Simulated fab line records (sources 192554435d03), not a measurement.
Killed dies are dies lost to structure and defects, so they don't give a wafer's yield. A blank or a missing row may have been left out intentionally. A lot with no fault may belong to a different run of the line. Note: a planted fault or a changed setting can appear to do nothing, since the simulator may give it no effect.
A lot that was struck, set against a sound lot | flow n5Finfet | 15 out of 1938 route steps
Sound: wafers L740.1, L740.4, L740.6. Struck: wafer L745.6 (L745.4, L745.5, from the same lot, were not struck and are left out); the cause is given at the end.
Per side, at each step with rows, come the tool, then ch with its chambers, and then its first start. Under that, the readings that differ: sound wafers | struck wafers | difference of the means | sigmas: that difference in standard deviations of wafers without a fault.
alike: readings whose means differ by less than 2 such deviations, and words and numbers that are the same on both sides. not compared: withheld readings, readings that some wafer has no value for, bounds like >300 that may hide the same value, and numbers for which the record gives no deviation and whose values overlap.
Wherever a step has rows on one side only, a row that says differs or no value, or a row with sigmas, the two part there. Numbers that have no deviation but don't overlap get no sigmas and don't part them. Lack of a reading on every wafer of one side parts them only where that side has two or more wafers.

N5_BEOL_M8_TRENCH_ETCH_37: etches SiCOH lowk in C4F6/O2, target depth 93.478 nm, time 31.2 s.
  sound on rieDiel-04 ch 0,1; struck on rieDiel-01 ch 1
reading             | sound          | struck | difference | sigmas
oes_f_703_au (a.u.) | 0.80 0.93 0.94 | 0.71   | -0.18      | -2
oesProductAu (a.u.) | 0.83 0.95 0.95 | 0.69   | -0.22      | -3
  alike: drypumpMotorCurrentA, rfVppV, showerheadPlenumPTorr, throttleValvePct
  not compared: rfHoursCounterH
N5_BEOL_M8_ETCH_41: etches SiCN in CH3F/O2, target depth 31.9 nm, time 57.8 s.
  sound on rieDiel-04 ch 0,1; struck on rieDiel-01 ch 1
reading             | sound          | struck | difference | sigmas
oesProductAu (a.u.) | 0.84 0.95 0.94 | 0.70   | -0.21      | -2
  alike: drypumpMotorCurrentA, rfVppV, showerheadPlenumPTorr, throttleValvePct
  not compared: rfHoursCounterH
then, 1 step without rows for these wafers: N5_BEOL_M8_STRIP_80 (strips in N2/H2, time 10 s).
N5_BEOL_M8_OCD_MEAS_38:
  sound: ocd-01 at day 13 11:47; struck: ocd-02 at day 14 19:17
reading            | sound          | struck | difference | sigmas
trenchDepthNm (nm) | 95.7 95.3 95.2 | 91.1   | -4.3       | -2
then, 4 steps without rows for these wafers: N5_BEOL_M8_HM_STRIP_39 (strips TiN in peroxide tin strip, target depth 25 nm, time 158 s); N5_BEOL_M8_SRD_40 (time 30 s); N5_BEOL_M8_PRECLEAN_42 (cleans in residue remover, time 60 s); N5_BEOL_M8_SRD_43 (time 30 s).
N5_BEOL_M8_CD_MEAS_35 targets a cd of 40 nm.
  sound: cdSem-01 at day 13 11:56; struck: cdSem-01 at day 14 19:27
  alike: cdNm
N5_BEOL_M8_CURE_75: cures SiCOH lowk, time 120 s.
  sound on uvCure-01 ch 0, day 13 11:59; struck on uvCure-01 ch 2, day 14 19:38
  alike: lampPowerPct, wafer_temp_C_max
N5_BEOL_M8_DEGAS_44: time 60 s.
  sound: pvdSputter-01 at day 13 12:25; struck: pvdSputter-01 at day 14 19:56
  alike: heaterPowerW
N5_BEOL_M8_PRE_CLEAN_45: time 30 s.
  sound: pvdSputter-01 at day 13 12:27; struck: pvdSputter-01 at day 14 19:59
  alike: heaterPowerW
N5_BEOL_M8_ALD_77: deposits TaN, target thk 2 nm, pulse time 2 s, purge time 3 s.
  sound on aldMetal-03 ch 0,1,2, day 13 12:31; struck on aldMetal-03 ch 1, day 14 20:03
reading        | sound | struck | difference | sigmas
purgeTimeS (s) | 3 3 3 | 2.7776 | -0.2224    | 
  alike: heaterPowerW
after that, 1 step had no rows for these wafers: N5_BEOL_M8_SURFACE_TREAT_79.
N5_PASSIVATION_PROBE_49:
  the record holds rows for the sound wafers here (prober-02, day 16 03:25) but none for the struck ones

== WHERE THEY PART ==
First at N5_BEOL_M8_TRENCH_ETCH_37; last, within this record, at N5_PASSIVATION_PROBE_49.

WHY: what had been put in by the simulator
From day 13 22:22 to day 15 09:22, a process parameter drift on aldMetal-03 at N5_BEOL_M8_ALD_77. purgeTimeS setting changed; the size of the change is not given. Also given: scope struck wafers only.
